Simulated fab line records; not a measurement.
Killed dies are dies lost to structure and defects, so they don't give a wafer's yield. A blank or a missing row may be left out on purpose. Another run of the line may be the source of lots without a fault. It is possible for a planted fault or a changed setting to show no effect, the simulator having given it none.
fab line records	flow n5-finfet
[record] lots = 9	wafers = 27	last-day = 17
route steps=1938 shown BEOL_M2@860 BEOL_M4@1111 PASSIVATION@1936
lots that met no fault: from a run of the same line without faults
start-h: the number of hours between the record's first day and the start of the first shown wafer of the lot	wait-h: hours since the lot's step before	" identical to the entry in the row above	L1.1+2: a single row standing in for several wafers	- no value, or no start was given	* or withheld: withheld	< > ~ a bound
route shown NAME@n: names a module that has steps shown in the file, with the first one's number in the route	usual: mean/standard deviation taken from wafers without a fault	same: alike in all rows	chamber/n: place in a boat	sites: readings site by site	_std_site: how widely they spread, as a standard deviation	_edge_site: mean of outer sites minus mean of inner sites	radius-mm: for every site, how far away it sits from the centre of the wafer	mask NAME#n: copy n	behind: the last tool/chamber to shape the wafer	hold: cause of the lot's hold/its duration in hours/its outcome	device: transistor that didn't switch, given as n, p or np	end of line: the same wafers' tests at the end of the route	a step without rows: its recipe alone	killed: at the first sort, the dies lost to defects and structure; wafer yield is something else	map: a wafer's dies, marking killed ones x, the rest . and places with no die _
set.NAME: the setting that was run; set.NAME@STEP: the one run at that earlier step	model.NAME: the simulator's own value behind a step, which no gauge read
route steps across a sampled set of lots; one table per step, one row per wafer
services: a tool's chamber out of use, with start hour (start-h, from the record's first day; less than 0 if before it), hours out, and reason
[[steps]]
[step N5_BEOL_M2_ETCH_64]
[recipe] chemistry = N2/H2	target = SOC	target-depth-a = 750	overetch-a = 225	mask-material = SiARC	temp-c = 40	time-s = 121.9	ion-energy-ev = 200	pressure-mtorr = 30	source-w = 840	bias-w = 150	n2-flow-sccm = 200	h2-flow-sccm = 200
[usual] drypump-motor-current-A = 5.6/0.56	oes-product-au = 0.60/0.064	rf-vpp-V = 524.0/2.8	showerhead-plenum-p-Torr = 2.55/0.092	throttle-valve-pct = 17.7/0.33
[same] time-s = 121.9
lot.wafer	tool	chamber	start-h	wait-h	drypump-motor-current-A	oes-product-au	rf-hours-counter-h	rf-vpp-V	showerhead-plenum-p-Torr	throttle-valve-pct
L553.1	rie-diel-05	3	146.99	0.0	5.4	0.53	231	522.0	2.52	17.9
L553.2	"	2	"	"	5.6	0.61	95	524.6	2.56	17.6
L553.3	"	0	"	"	5.3	0.62	90	521.7	2.47	17.6
L557.3	rie-diel-02	1	170.02	0.0	6.0	0.56	210	525.6	2.62	18.0
L557.4	"	0	"	"	5.7	0.64	63	523.2	2.47	17.3
L557.5	"	3	"	"	5.8	0.61	-	524.8	2.56	17.7
L558.2	rie-diel-06	1	178.88	0.0	5.1	0.51	254	522.9	2.50	17.8
L558.3	"	3	"	"	6.6	0.54	216	526.7	2.60	17.9
L558.6	"	3	"	"	6.6	0.54	-	526.5	2.60	17.9
L559.2	rie-diel-02	0	182.93	0.0	5.7	0.63	68	520.2	2.47	17.3
L559.5	"	1	"	"	6.0	0.54	-	524.8	2.62	18.0
L559.6	"	0	"	"	5.7	0.63	-	521.3	2.47	17.3
L564.2	rie-diel-06	2	236.49	0.0	6.4	0.53	240	520.8	2.39	18.3
L564.5	"	2	"	"	6.5	0.52	-	520.3	2.39	18.3
L564.6	"	3	"	"	6.6	0.53	-	526.7	2.60	17.9
L565.1	rie-diel-05	0	237.69	0.0	5.3	0.59	130	520.9	2.45	17.6
L565.4	"	2	"	"	5.6	0.59	135	523.8	2.55	17.7
L565.6	"	2	"	"	5.6	0.58	-	523.2	2.55	17.7
L567.2	rie-diel-02	1	237.97	0.0	6.0	0.53	239	526.4	2.61	18.0
L567.5	"	2	"	"	5.3	0.65	-	527.5	2.68	17.3
L567.6	"	1	"	"	6.0	0.53	-	525.7	2.61	18.0
L570.1	rie-diel-02	0	259.09	0.0	5.7	0.61	100	521.0	2.45	17.4
L570.4	"	2	"	"	5.3	0.65	67	526.2	2.68	17.3
L570.5	"	0	"	"	5.7	0.60	-	522.8	2.45	17.4
L572.3	rie-diel-06	3	268.47	0.0	6.7	0.53	243	524.8	2.59	18.0
L572.4	"	1	"	"	5.1	0.69	11	522.3	2.49	17.4
L572.6	"	2	"	"	6.5	0.52	-	519.1	2.39	18.3
[step N5_BEOL_M2_ETCH_41]
[recipe] chemistry = CH3F/O2	target = SiCN	target-depth-a = 299	taper-deg = 2	time-s = 52.5	ion-energy-ev = 120	mask-material = TiN	pressure-mtorr = 30	source-w = 395	bias-w = 75	Ar_flow_sccm = 150	CH3F_flow_sccm = 30	O2_flow_sccm = 20
[usual] drypump-motor-current-A = 5.6/0.42	oes-product-au = 0.79/0.072	rf-vpp-V = 297.2/1.5	showerhead-plenum-p-Torr = 2.00/0.057	throttle-valve-pct = 16.1/0.3
[same] time-s = 52.5
lot.wafer	tool	chamber	start-h	wait-h	drypump-motor-current-A	oes-product-au	rf-hours-counter-h	rf-vpp-V	showerhead-plenum-p-Torr	throttle-valve-pct
L553.1	rie-diel-05	2	149.43	-	5.6	0.80	96	297.7	2.03	16.3
L553.2	"	3	"	"	5.4	0.69	232	297.5	1.99	16.4
L553.3	"	1	"	"	4.9	0.98	2	296.4	1.96	15.6
L557.3	rie-diel-02	0	181.89	-	5.7	0.84	68	296.3	1.95	15.9
L557.4	"	1	"	"	6.0	0.71	214	298.5	2.05	16.4
L557.5	"	2	"	"	5.3	0.88	-	299.3	2.11	15.7
L558.2	rie-diel-02	3	182.47	-	5.8	0.79	110	296.7	2.01	16.1
L558.3	"	2	"	"	5.3	0.87	40	299.8	2.11	15.7
L558.6	"	0	"	"	5.7	0.84	-	296.1	1.95	16.0
L559.2	rie-diel-05	1	184.52	-	4.8	0.92	16	298.3	1.95	15.6
L559.5	"	1	"	"	4.9	0.92	-	296.8	1.95	15.6
L559.6	"	0	"	"	5.3	0.79	-	296.2	1.95	16.1
L564.2	rie-diel-05	0	241.68	-	5.2	0.61	131	296.8	1.94	16.2
L564.5	"	3	"	"	5.4	0.93	-	296.8	1.98	15.9
L564.6	"	0	"	"	5.3	0.61	-	296.7	1.94	16.1
L565.1	rie-diel-02	1	242.01	-	5.9	0.69	240	297.9	2.04	16.5
L565.4	"	3	"	"	5.8	0.78	135	296.6	2.00	16.1
L565.6	"	0	"	"	5.7	0.80	-	296.9	1.94	16.0
L567.2	rie-diel-02	0	243.68	-	5.7	0.81	94	296.6	1.94	16.0
L567.5	"	3	"	"	5.8	0.77	-	295.6	2.00	16.1
L567.6	"	0	"	"	5.7	0.81	-	297.7	1.94	16.0
L570.1	rie-diel-02	0	260.90	-	5.7	0.80	101	296.8	1.94	16.0
L570.4	"	1	"	"	6.0	0.69	247	299.2	2.04	16.5
L570.5	"	0	"	"	5.7	0.80	-	295.7	1.94	16.0
L572.3	rie-diel-02	3	280.38	-	5.8	0.77	150	298.1	2.00	16.2
L572.4	"	0	"	"	5.7	0.79	-	295.1	1.94	16.0
L572.6	"	2	"	"	5.3	0.83	-	300.6	2.09	15.8
[step N5_BEOL_M2_STRIP_97]
[recipe] chemistry = N2/H2	time-s = 10	power-w = 450	temp-c = 40	pressure-mtorr = 20	rf-frequency-hz = 6e+07	bias-power-w = 7	n2-flow-sccm = 200	h2-flow-sccm = 200
[usual] drypump-motor-current-A = 5.6/0.42	oes-product-au = 0.80/0.072	rf-vpp-V = 59.2/0.94	showerhead-plenum-p-Torr = 2.53/0.082	throttle-valve-pct = 23.4/0.33
[same] time-s = 10
lot.wafer	tool	chamber	start-h	wait-h	drypump-motor-current-A	oes-product-au	rf-hours-counter-h	rf-vpp-V	showerhead-plenum-p-Torr	throttle-valve-pct
L553.1	rie-diel-05	2	-	-	5.6	0.81	96	58.1	2.56	23.5
L553.2	"	3	"	"	5.4	0.70	232	58.6	2.51	23.7
L553.3	"	1	"	"	4.9	0.97	2	59.0	2.49	22.8
L557.3	rie-diel-02	0	-	-	5.7	0.84	68	60.3	2.46	23.1
L557.4	"	1	"	"	6.0	0.71	214	60.2	2.62	23.8
L557.5	"	2	"	"	5.4	0.88	-	60.3	2.69	23.0
L558.2	rie-diel-02	3	-	-	5.8	0.81	110	59.3	2.56	23.5
L558.3	"	2	"	"	5.3	0.87	40	59.9	2.69	23.0
L558.6	"	0	"	"	5.7	0.84	-	59.5	2.46	23.1
L559.2	rie-diel-05	1	-	-	4.9	0.92	16	59.2	2.49	22.8
L559.5	"	1	"	"	4.9	0.92	-	57.9	2.49	22.8
L559.6	"	0	"	"	5.3	0.79	-	59.6	2.46	23.6
L564.2	rie-diel-05	0	-	-	5.3	0.79	132	58.9	2.45	23.6
L564.5	"	3	"	"	5.4	0.94	-	58.6	2.50	23.4
L564.6	"	0	"	"	5.2	0.78	-	58.9	2.45	23.6
L565.1	rie-diel-02	1	-	-	6.0	0.68	240	60.9	2.61	23.8
L565.4	"	3	"	"	5.8	0.78	135	59.1	2.55	23.5
L565.6	"	0	"	"	5.7	0.81	-	58.6	2.45	23.1
L567.2	rie-diel-02	0	-	-	5.7	0.80	94	58.8	2.45	23.1
L567.5	"	3	"	"	5.8	0.77	-	60.5	2.55	23.5
L567.6	"	0	"	"	5.7	0.81	-	57.4	2.45	23.1
L570.1	rie-diel-02	0	-	-	5.7	0.80	101	58.8	2.45	23.1
L570.4	"	1	"	"	6.0	0.69	247	60.2	2.60	23.8
L570.5	"	0	"	"	5.7	0.79	-	57.5	2.45	23.1
L572.3	rie-diel-02	3	-	-	5.8	0.76	150	58.6	2.54	23.6
L572.4	"	0	"	"	5.7	0.80	-	60.6	2.45	23.1
L572.6	"	2	"	"	5.3	0.83	-	59.5	2.67	23.1
[step N5_BEOL_M2_SURFACE_TREAT_85]
[recipe] gas = Ar	time-s = *	ion-energy-ev = *	ion-current-ma-cm2 = 0.5	pressure-mtorr = *	ar-flow-sccm = 30
[usual] throttle-valve-pct = *
[same] time-s = *
lot.wafer	tool	chamber	start-h	wait-h	throttle-valve-pct
L553.1	pvd-sputter-02	-	150.21	0.1	*
L553.2	"	-	"	"	*
L553.3	"	-	"	"	*
L557.3	pvd-sputter-01	-	182.88	0.2	*
L557.4	"	-	"	"	*
L557.5	"	-	"	"	*
L558.2	pvd-sputter-03	-	183.66	0.4	*
L558.3	"	-	"	"	*
L558.6	"	-	"	"	*
L559.2	pvd-sputter-01	-	185.62	0.1	*
L559.5	"	-	"	"	*
L559.6	"	-	"	"	*
L564.2	pvd-sputter-01	-	242.61	0.2	*
L564.5	"	-	"	"	*
L564.6	"	-	"	"	*
L565.1	pvd-sputter-03	-	243.07	0.4	*
L565.4	"	-	"	"	*
L565.6	"	-	"	"	*
L567.2	pvd-sputter-01	-	244.97	0.4	*
L567.5	"	-	"	"	*
L567.6	"	-	"	"	*
L570.1	pvd-sputter-02	-	261.62	0.2	*
L570.4	"	-	"	"	*
L570.5	"	-	"	"	*
L572.3	pvd-sputter-01	-	281.66	0.3	*
L572.4	"	-	"	"	*
L572.6	"	-	"	"	*
[step N5_BEOL_M4_RC_MEAS_101]
[usual] DIBL_N = 36.5/1.4	DIBL_P = 36.6/1.9	IOFF_N = 0.167/0.029	IOFF_P = 0.21/0.033	ION_N = 674/12	ION_P = 460/8.9	SS_N = 71.6/0.57	SS_P = 73.4/0.61	VT_N = 249/3.3	VT_P = -250/3.3
lot.wafer	tool	chamber	start-h	wait-h	DIBL_N[mV/V]	DIBL_P[mV/V]	IOFF_N[nA/um]	IOFF_P[nA/um]	ION_N[uA/um]	ION_P[uA/um]	SS_N[mV/dec]	SS_P[mV/dec]	VT_N[mV]	VT_P[mV]
L553.1	prober-02	0	181.24	0.0	36.0	37.2	0.162	0.23	693	478	71.3	72.9	252	-252
L553.2	"	0	"	"	34.5	34.3	0.130	0.19	667	460	71.4	72.8	253	-250
L553.3	"	0	"	"	36.4	36.9	0.145	0.22	659	457	72.1	73.6	252	-250
L558.2	prober-02	0	210.35	0.2	36.2	35.3	0.164	0.18	669	453	72.0	72.7	249	-253
L558.3	"	0	"	"	35.3	35.3	0.157	0.18	678	457	71.5	73.0	248	-253
L558.6	"	0	"	"	37.7	38.0	0.191	0.23	679	467	72.2	74.1	245	-249
L557.3	prober-01	0	210.55	0.3	36.1	36.2	0.176	0.26	697	483	71.6	73.3	245	-244
L557.4	"	0	"	"	34.1	34.4	0.137	0.23	680	475	70.8	73.2	249	-244
L557.5	"	0	"	"	37.8	38.3	0.221	0.30	711	487	72.2	74.0	242	-242
L559.2	prober-01	0	214.88	0.2	35.4	34.6	0.153	0.18	678	460	71.9	72.6	250	-254
L559.5	"	0	"	"	37.5	37.5	0.210	0.21	689	465	71.5	73.6	245	-251
L559.6	"	0	"	"	36.1	35.6	0.158	0.18	671	453	71.5	72.5	249	-253
L564.2	prober-02	0	263.80	0.2	38.3	39.6	0.211	0.29	697	479	71.4	73.7	248	-245
L564.5	"	0	"	"	39.2	40.3	0.215	0.29	685	469	72.0	74.0	246	-244
L564.6	"	0	"	"	35.4	35.6	0.146	0.21	673	468	71.3	72.5	249	-250
L565.1	prober-01	0	265.74	0.0	37.8	38.8	0.196	0.22	677	460	71.7	73.6	245	-248
L565.4	"	0	"	"	36.9	37.7	0.180	0.21	685	464	71.3	73.5	247	-250
L565.6	"	0	"	"	35.8	36.3	0.148	0.19	670	461	71.3	73.9	249	-252
L567.2	prober-02	0	269.37	0.2	35.6	35.7	0.135	0.16	662	445	71.4	72.4	255	-255
L567.5	"	0	"	"	36.2	36.2	0.152	0.17	664	446	70.7	73.0	249	-255
L567.6	"	0	"	"	37.4	37.4	0.164	0.20	674	454	72.3	72.9	251	-255
L570.1	prober-02	0	289.57	0.0	36.3	36.5	0.160	0.20	671	456	72.0	74.1	248	-253
L570.4	"	0	"	"	35.6	36.2	0.138	0.20	660	451	71.5	73.5	254	-255
L570.5	"	0	"	"	35.4	35.1	0.140	0.19	673	459	70.9	74.4	252	-253
L572.3	prober-01	0	304.14	0.3	36.3	35.9	0.147	0.21	659	459	71.3	72.9	253	-249
L572.4	"	0	"	"	38.2	37.1	0.161	0.23	665	457	71.4	73.6	250	-250
L572.6	"	0	"	"	37.6	37.4	0.169	0.24	668	464	72.0	73.7	246	-249
[step N5_PASSIVATION_PROBE_49]
[usual] defect-limited-yield = 91.2/1.6	killed_at_M0_to_M3 = 34/11	killed_at_M4_up = 14/5.7	killed-at-contacts = 14/6.6	killed-at-front-end = 37/10	killed-at-other = 4/3.2	killed-dies = 104/19	killed-open = 69/13	killed-short = 33/8.7	sort_bin_5_function = 5.1/1	sort_bin_6_memory = 3.3/0.76	sort-n-pass = 1076/19	sort-yield-pct = 91.2/1.6
[same] gross-dies = 1180	killed-at-back-side = 0	sort_bin_4_leakage[%] = 0	sort_bin_8_speed[%] = 0
lot.wafer	tool	chamber	start-h	wait-h	defect-limited-yield[%]	killed_at_M0_to_M3	killed_at_M4_up	killed-at-contacts	killed-at-front-end	killed-at-other	killed-dies	killed-open	killed-short	sort_bin_5_function[%]	sort_bin_6_memory[%]	sort-n-pass	sort-yield-pct[%]
L557.3	prober-02	-	305.10	0.1	92.7	37	4	4	37	4	86	57	29	5.1	2.0	1094	92.7
L557.4	prober-02	-	305.15	0.2	92.0	47	12	6	26	3	94	69	25	4.7	2.6	1086	92.0
L557.5	prober-02	-	305.20	0.2	90.8	36	14	17	34	8	109	84	25	4.8	4.2	1071	90.8
L558.2	prober-02	-	308.74	0.1	92.6	25	14	12	29	7	87	61	24	4.5	2.6	1093	92.6
L558.3	prober-02	-	308.79	0.1	92.3	31	9	35	15	1	91	66	25	4.3	3.1	1089	92.3
L558.6	prober-02	-	308.94	0.3	94.3	18	13	11	23	2	67	47	20	3.1	2.5	1113	94.3
L559.2	prober-02	-	313.53	0.1	91.6	44	16	10	28	1	99	75	24	4.4	3.9	1081	91.6
L559.5	prober-02	-	313.68	0.2	92.6	37	13	13	23	1	87	54	33	4.4	2.4	1093	92.6
L559.6	prober-02	-	313.73	0.3	91.4	26	17	11	46	2	102	77	25	4.6	4.0	1078	91.4
L564.2	prober-02	-	366.74	0.1	89.3	61	19	7	35	4	126	75	51	6.3	3.9	1054	89.3
L564.5	prober-02	-	366.89	0.2	88.8	52	19	14	44	3	132	84	48	5.9	5.1	1048	88.8
L564.6	prober-02	-	366.94	0.3	90.6	39	25	9	35	3	111	72	39	5.4	3.3	1069	90.6
L567.2	prober-02	-	379.13	0.1	90.7	40	14	16	40	0	110	74	36	5.5	3.1	1070	90.7
L567.5	prober-02	-	379.28	0.2	92.7	24	7	12	42	1	86	51	32	4.2	2.8	1094	92.7
L567.6	prober-02	-	379.33	0.3	92.2	31	12	15	34	0	92	61	31	4.7	2.8	1088	92.2
L570.1	prober-02	-	390.70	0.0	92.2	20	22	11	33	6	92	64	27	5.0	2.5	1088	92.2
L570.4	prober-02	-	390.85	0.2	91.2	20	24	25	28	7	104	75	27	5.3	2.9	1076	91.2
L570.5	prober-02	-	390.90	0.2	94.5	15	13	11	24	2	65	39	26	3.6	1.6	1115	94.5
// killed by level:class
L557.3 BEOL_M2:geometric-particle:open=10 STI_FIN_REVEAL:geometric-particle:open=7 DUMMY_GATE:geometric-particle:open=7 BEOL_M0_SAQP:geometric-particle:short=7 BEOL_M1:geometric-particle:open=6 GATE_CUT:geometric-particle:short=5 BEOL_M3:geometric-particle:open=5 BEOL_M0_SAQP:geometric-particle:open=4
L557.4 BEOL_M3:geometric-particle:open=11 BEOL_M1:geometric-particle:open=10 BEOL_M0_SAQP:geometric-particle:open=8 BEOL_M2:geometric-particle:open=7 GATE_CUT:geometric-particle:short=5 MOL_CONTACT_COAG:geometric-particle:open=5 BEOL_M0_SAQP:geometric-particle:short=5 DUMMY_GATE:geometric-particle:open=4
L557.5 STI_FIN_REVEAL:geometric-particle:open=15 MOL_CONTACT_COAG:geometric-particle:open=14 BEOL_M0_SAQP:geometric-particle:open=12 BEOL_M1:geometric-particle:open=6 PAD_METAL:geometric-particle:open=6 DUMMY_GATE:geometric-particle:open=5 BEOL_M0_SAQP:geometric-particle:short=5 BEOL_M2:geometric-particle:open=5
L558.2 MOL_CONTACT_COAG:geometric-particle:open=8 BEOL_M4:geometric-particle:open=8 GATE_CUT:geometric-particle:short=7 BEOL_M1:geometric-particle:open=7 MOL_CONTACT_COAG:geometric-particle:short=4 BEOL_M2:geometric-particle:open=4 PASS1_CAP:geometric-particle:open=4 FIN_SAQP:geometric-particle:short=3
L558.3 MOL_CONTACT_COAG:geometric-particle:open=31 BEOL_M0_SAQP:geometric-particle:open=12 BEOL_M0_SAQP:geometric-particle:short=8 MOL_CONTACT_COAG:geometric-particle:short=4 BEOL_M4:geometric-particle:open=3 BEOL_M1:geometric-particle:short=3 BEOL_M1:geometric-particle:open=3 BEOL_M3:geometric-particle:open=3
L558.6 MOL_CONTACT_COAG:geometric-particle:open=10 STI_FIN_REVEAL:geometric-particle:open=8 BEOL_M4:geometric-particle:open=6 BEOL_M1:geometric-particle:open=5 BEOL_M7:geometric-particle:open=4 GATE_CUT:geometric-particle:short=4 BEOL_M0_SAQP:geometric-particle:short=4 BEOL_M2:geometric-particle:open=4
L559.2 BEOL_M2:geometric-particle:open=11 MOL_CONTACT_COAG:geometric-particle:open=9 BEOL_M3:geometric-particle:open=8 FIN_SAQP:geometric-particle:open=7 BEOL_M0_SAQP:geometric-particle:short=7 BEOL_M0_SAQP:geometric-particle:open=7 BEOL_M1:geometric-particle:open=6 GATE_CUT:geometric-particle:short=5
L559.5 MOL_CONTACT_COAG:geometric-particle:open=9 BEOL_M2:geometric-particle:open=9 BEOL_M3:geometric-particle:open=8 STI_FIN_REVEAL:geometric-particle:open=6 GATE_CUT:geometric-particle:short=5 BEOL_M0_SAQP:geometric-particle:open=5 MOL_CONTACT_COAG:geometric-particle:short=4 BEOL_M4:geometric-particle:short=4
L559.6 STI_FIN_REVEAL:geometric-particle:open=14 FIN_SAQP:geometric-particle:open=10 BEOL_M4:geometric-particle:open=10 MOL_CONTACT_COAG:geometric-particle:open=9 BEOL_M0_SAQP:geometric-particle:open=6 BEOL_M0_SAQP:geometric-particle:short=6 BEOL_M3:geometric-particle:open=5 DUMMY_GATE:geometric-particle:open=5
L564.2 BEOL_M0_SAQP:geometric-particle:short=18 BEOL_M0_SAQP:geometric-particle:open=13 BEOL_M1:geometric-particle:open=11 BEOL_M1:geometric-particle:short=10 STI_FIN_REVEAL:geometric-particle:open=9 BEOL_M4:geometric-particle:open=8 MOL_CONTACT_COAG:geometric-particle:open=6 FIN_SAQP:geometric-particle:open=5
L564.5 BEOL_M4:geometric-particle:open=16 BEOL_M0_SAQP:geometric-particle:open=14 GATE_CUT:geometric-particle:open=13 BEOL_M0_SAQP:geometric-particle:short=12 MOL_CONTACT_COAG:geometric-particle:open=11 GATE_CUT:geometric-particle:short=10 BEOL_M1:geometric-particle:short=9 BEOL_M1:geometric-particle:open=6
L564.6 STI_FIN_REVEAL:geometric-particle:open=10 MOL_CONTACT_COAG:geometric-particle:open=9 BEOL_M0_SAQP:geometric-particle:short=7 BEOL_M3:geometric-particle:open=7 BEOL_M4:geometric-particle:open=7 BEOL_M0_SAQP:geometric-particle:open=6 BEOL_M1:geometric-particle:open=6 BEOL_M1:geometric-particle:short=6
L567.2 FIN_SAQP:geometric-particle:short=13 MOL_CONTACT_COAG:geometric-particle:open=13 BEOL_M2:geometric-particle:open=10 BEOL_M3:geometric-particle:open=9 FIN_SAQP:geometric-particle:open=7 BEOL_M1:geometric-particle:open=7 BEOL_M0_SAQP:geometric-particle:short=5 GATE_CUT:geometric-particle:short=5
L567.5 MOL_CONTACT_COAG:geometric-particle:open=10 FIN_SAQP:geometric-particle:short=8 BEOL_M0_SAQP:geometric-particle:short=6 BEOL_M1:geometric-particle:open=6 STI_FIN_REVEAL:geometric-particle:open=5 BEOL_M0_SAQP:geometric-particle:open=5 STARTING-WAFER:geometric-particle:short=5 STARTING-WAFER:geometric-particle:open=4
L567.6 MOL_CONTACT_COAG:geometric-particle:open=13 BEOL_M1:geometric-particle:open=11 FIN_SAQP:geometric-particle:open=9 BEOL_M3:geometric-particle:open=8 GATE_CUT:geometric-particle:short=7 FIN_SAQP:geometric-particle:short=5 BEOL_M2:geometric-particle:open=4 BEOL_M2:geometric-particle:short=4
L570.1 BEOL_M4:geometric-particle:open=14 STI_FIN_REVEAL:geometric-particle:open=10 MOL_CONTACT_COAG:geometric-particle:open=9 FIN_SAQP:geometric-particle:open=6 FIN_SAQP:geometric-particle:short=5 BEOL_M2:geometric-particle:open=5 BEOL_M4:geometric-particle:short=5 DUMMY_GATE:geometric-particle:open=4
L570.4 MOL_CONTACT_COAG:geometric-particle:open=18 BEOL_M4:geometric-particle:open=15 BEOL_M1:geometric-particle:open=9 GATE_CUT:geometric-particle:short=7 MOL_CONTACT_COAG:geometric-particle:short=7 STI_FIN_REVEAL:geometric-particle:open=6 FIN_SAQP:geometric-particle:open=4 BEOL_M2:geometric-particle:open=4
L570.5 MOL_CONTACT_COAG:geometric-particle:open=8 BEOL_M0_SAQP:geometric-particle:short=5 BEOL_M4:geometric-particle:open=5 STI_FIN_REVEAL:geometric-particle:open=4 GATE_CUT:geometric-particle:short=4 BEOL_M6:geometric-particle:open=4 FIN_SAQP:geometric-particle:open=3 MOL_CONTACT_COAG:geometric-particle:short=3
[[services]]
tool	chamber	start-h	hours	kind
rie-diel-05	1	129.72	-	clean
rie-diel-05	1	129.72	-	consumable-replace:focus-ring
rie-diel-05	1	129.72	12.8	scheduled-down
rie-diel-05	1	129.72	12.8	vent-cycle
rie-diel-02	0	151.41	1.6	repair
rie-diel-06	2	168.37	33.9	repair
rie-diel-06	-	195.13	28.1	pm
rie-diel-05	3	198.03	-	clean
rie-diel-05	3	198.03	-	consumable-replace:focus-ring
rie-diel-05	3	198.03	19.4	scheduled-down
rie-diel-05	3	198.03	19.4	vent-cycle
rie-diel-06	1	223.23	-	clean
rie-diel-06	1	223.23	-	consumable-replace:focus-ring
rie-diel-06	1	223.23	18.1	scheduled-down
rie-diel-06	1	223.23	18.1	vent-cycle
rie-diel-05	-	250.18	0.4	repair
rie-diel-02	1	268.76	-	clean
rie-diel-02	1	268.76	-	consumable-replace:focus-ring
rie-diel-02	1	268.76	20.5	scheduled-down
rie-diel-02	1	268.76	20.5	vent-cycle
rie-diel-06	2	280.14	-	clean
rie-diel-06	2	280.14	-	consumable-replace:focus-ring
rie-diel-06	2	280.14	-	consumable-replace:showerhead
rie-diel-06	2	280.14	20.4	scheduled-down
[[key]]
[first-sign] step = N5_BEOL_M2_ETCH_41	reading = oes-product-au	direction = down	sigmas = 2.5	usual = 0.79	struck = 0.61
effect none on later readings
met-at N5_BEOL_M2_ETCH_41
struck-lots L564
struck-wafers L564.2,L564.6
not-acting-at N5_BEOL_M2_ETCH_64,N5_BEOL_M2_STRIP_97,N5_BEOL_M2_SURFACE_TREAT_85
onset-between 184.52 241.68
[fault] kind = process-parameter-drift	tool = rie-diel-05	chamber = -	onset-h = 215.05	steps = N5_BEOL_M2_ETCH_41	channel = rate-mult	offset = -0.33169	shape = step	end-h = 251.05	scope = struck-wafers-only
